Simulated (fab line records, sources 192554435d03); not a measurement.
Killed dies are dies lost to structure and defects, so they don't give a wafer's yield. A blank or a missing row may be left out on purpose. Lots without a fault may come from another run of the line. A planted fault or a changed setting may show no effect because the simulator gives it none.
Chamber matching | flow n5_finfet | N5_DUMMY_GATE_ETCH_23 on rie_si-05: 4 sister chambers
The step etches poly-Si in HBr/Cl2/O2, target depth 41 nm, time 22.3 s. 7 wafers are shown with their chamber, then 7 later ones without.

WAFERS WITH THEIR CHAMBER
wafer  | chamber | drypump_motor_current_A (A) | oes_product_au (a.u.)
L078.1 | 0       | 5.8                         | 1.019
L080.1 | 0       | 5.9                         | 0.990
L080.6 | 3       | 5.7                         | 0.963
L081.3 | 1       | 5.9                         | 1.034
L081.5 | 2       | 6.4                         | 0.997
L082.1 | 1       | 5.8                         | 1.035
L082.4 | 2       | 6.5                         | 1.001

WAFERS WITHOUT THEIR CHAMBER
wafer  | drypump_motor_current_A (A) | oes_product_au (a.u.)
L082.6 | 5.9                         | 1.020
L083.1 | 6.4                         | 1.002
L083.2 | 5.9                         | 1.012
L083.5 | 5.7                         | 0.968
L089.4 | 5.8                         | 0.995
L089.5 | 5.7                         | 0.975
L089.6 | 5.8                         | 1.041

WHICH CHAMBER EACH WENT THROUGH
wafer  | from the rows above     | in truth
L082.6 | can't be placed: 1 or 0 | 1
L083.1 | 2                       | 2
L083.2 | can't be placed: 0 or 1 | 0
L083.5 | 3                       | 3
L089.4 | can't be placed: 0 or 3 | 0
L089.5 | 3                       | 3
L089.6 | 1                       | 1
Placed correctly: 4 of 7. Can't be placed from these rows: 3 (the true chamber is among the candidates in 3). Placed wrongly: 0.
How it was worked out, from the rows above alone: a wafer's distance from a chamber is the root of the sum, over the readings, of the square of ((its reading less the chamber's mean) divided by the reading's scatter). The wafer belongs to the nearest chamber; if the next one is less than 2 further off, it can't be placed. A chamber's mean is the mean of its shown wafers. The scatter: the root of (the sum of the squares of (reading less its chamber's mean) over the shown wafers, divided by (wafers less chambers)).
